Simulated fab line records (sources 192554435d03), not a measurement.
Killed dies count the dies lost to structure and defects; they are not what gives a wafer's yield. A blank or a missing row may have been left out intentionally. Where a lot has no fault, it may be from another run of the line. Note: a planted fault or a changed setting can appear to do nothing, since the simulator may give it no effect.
Matching of chambers | flow n5 finfet | rie diel-04 running N5_BEOL_M0_ETCH_128: 4 sister chambers
The step etches SiCN in CF4/N2, target depth 12 nm, overetch 5.1 nm, time 21.4 s. 8 wafers are shown with their chamber, then 7 later ones without.

## EACH WAFER AND ITS CHAMBER
wafer  | chamber | showerhead plenum p Torr (Torr) | throttle valve pct (%)
L078.5 | 2       | 2.18                            | 15.45
L085.4 | 0       | 2.26                            | 15.48
L085.5 | 3       | 2.13                            | 15.48
L086.2 | 2       | 2.17                            | 15.49
L086.3 | 0       | 2.26                            | 15.47
L086.6 | 1       | 2.13                            | 15.77
L088.4 | 3       | 2.13                            | 15.48
L088.5 | 1       | 2.12                            | 15.78

## WAFERS WHOSE CHAMBER IS MISSING
wafer  | showerhead plenum p Torr (Torr) | throttle valve pct (%)
L088.6 | 2.17                            | 15.49
L094.1 | 2.25                            | 15.51
L094.4 | 2.17                            | 15.52
L094.5 | 2.12                            | 15.80
L095.2 | 2.25                            | 15.50
L095.5 | 2.12                            | 15.81
L095.6 | 2.25                            | 15.50

## THE CHAMBER EACH PASSED THROUGH
wafer  | from the rows above | in truth
L088.6 | 2                   | 2
L094.1 | 0                   | 0
L094.4 | 2                   | 2
L094.5 | 1                   | 1
L095.2 | 0                   | 0
L095.5 | 1                   | 1
L095.6 | 0                   | 0
Correct placement for 7 of the 7. Left unplaced by these rows: 0. Wrongly placed: 0.
How it was worked out, from the rows above alone: a wafer's distance from a chamber is the root of the sum, over the readings, of the square of ((its reading less the chamber's mean) divided by the reading's scatter). If the next closest chamber is less than 2 further off than the closest, the wafer can't be placed; otherwise it belongs to the closest. Each chamber's mean is taken over the wafers shown for it. How the scatter is found: for the shown wafers, subtract from each reading the mean of its chamber, square and add these, divide the total by (wafers less chambers), then take the root.
